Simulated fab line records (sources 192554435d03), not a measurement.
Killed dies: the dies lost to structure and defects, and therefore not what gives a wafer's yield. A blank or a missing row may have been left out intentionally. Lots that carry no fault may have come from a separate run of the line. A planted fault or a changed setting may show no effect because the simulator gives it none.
Struck lot and sound lot, side by side + flow n5Finfet + 14 steps out of a route of 1938
Sound: the wafers L571.1, L571.2, L571.6. Struck: wafers L578.3, L578.4. (L578.5 of the same lot was not struck and is left out.) The cause comes at the end.
Each step with rows lists, per side, the tool, then ch with its chambers, then its first start. Under that, the readings that differ: sound wafers + struck wafers + difference of the means + sigmas: that difference in standard deviations of wafers without a fault.
alike: readings with means less than 2 such deviations apart, plus words and numbers identical on both sides. not compared: withheld readings, readings lacking a value on some wafer, bounds such as >300 that could conceal the same value, and numbers that have no deviation in the record and whose values overlap.
The two part at a step that has a row with sigmas, a row that says differs or no value, or rows on one side only. Numbers that have no deviation but don't overlap get no sigmas and don't part them. A reading that every wafer of one side lacks parts them only if that side has two wafers or more.

first, 2 steps without rows for these wafers: N5_BEOL_M15_PRECLEAN_39 (cleans in residue remover, time 60 s); N5_BEOL_M15_SRD_40 (time 30 s, dry time 30 s).
N5_BEOL_M15_DEGAS_41: time 60 s.
  sound: pvdSputter-03 at day 12 02:31; struck: pvdSputter-01 at day 15 04:28
  alike: heaterPowerW
then, 2 steps without rows for these wafers: N5_BEOL_M15_PRE_CLEAN_42 (time 30 s); N5_BEOL_M15_SPUTTER_43 (material TaN, target thk 15 nm, time 24.19 s).
N5_BEOL_M15_SPUTTER_44: material Ta, target thk 15 nm, time 24.19 s.
  sound: pvdSputter-03 at day 12 02:40; struck: pvdSputter-01 at day 15 04:38
  alike: biasV, throttleValvePct
N5_BEOL_M15_SPUTTER_45: material Cu, target thk 100 nm, time 16.67 s.
  sound: pvdSputter-03 at day 12 02:45; struck: pvdSputter-01 at day 15 04:43
  alike: biasV, throttleValvePct
then, 1 step without rows for these wafers: N5_BEOL_M15_ECD_47 (material Cu, target thk 1860 nm).
N5_BEOL_M15_ANNEAL_48: time 90 s.
  sound on rtpAnneal-02 ch 0, day 12 03:11; struck on rtpAnneal-02 ch 0, day 15 05:10
  alike: wafer_temp_C_max
N5_BEOL_M15_CMP_49: polishes, stops on SiO2, t overpolish 4.9 s, target thk 850 nm.
  sound on cmp-03 ch 0,1, day 12 03:29; struck on cmp-02 ch 0,3, day 15 05:22
  alike: barrierFieldEndpointS, motorCurrentA, overpolishRunS, platenRpm, retainingRingPressureFrac
N5_BEOL_M15_THK_MEAS_50: measures by xrf.
  sound: filmMetro-02 at day 12 03:47; struck: filmMetro-02 at day 15 05:40
  alike: M15_THK
then, 1 step without rows for these wafers: N5_BEOL_M15_PRE_CLEAN_52 (time 15 s).
N5_BEOL_M15_DEP_53: deposits SiCN from 3MS/NH3, target thk 50 nm, time 17.8 s.
  sound on pecvd-03 ch 0,2, day 12 03:51; struck on pecvd-04 ch 0, day 15 05:44
| reading                                  | sound        | struck    | difference | sigmas |
|------------------------------------------|--------------|-----------|------------|--------|
| model.SiCN_of_BEOL_M15_DEP_53.thkNm (nm) | 51 49.4 52.2 | 59.8 60.6 | +9.3       |        |
  alike: showerheadPlenumPTorr, throttleValvePct
N5_BEOL_M15_RS_MEAS_54: a four-point-probe measurement.
  sound: filmMetro-02 at day 12 03:55; struck: filmMetro-02 at day 15 05:48
  alike: M15_RS

== WHERE THEY PART ==
Nowhere in this record.

WHY: what had been put in by the simulator
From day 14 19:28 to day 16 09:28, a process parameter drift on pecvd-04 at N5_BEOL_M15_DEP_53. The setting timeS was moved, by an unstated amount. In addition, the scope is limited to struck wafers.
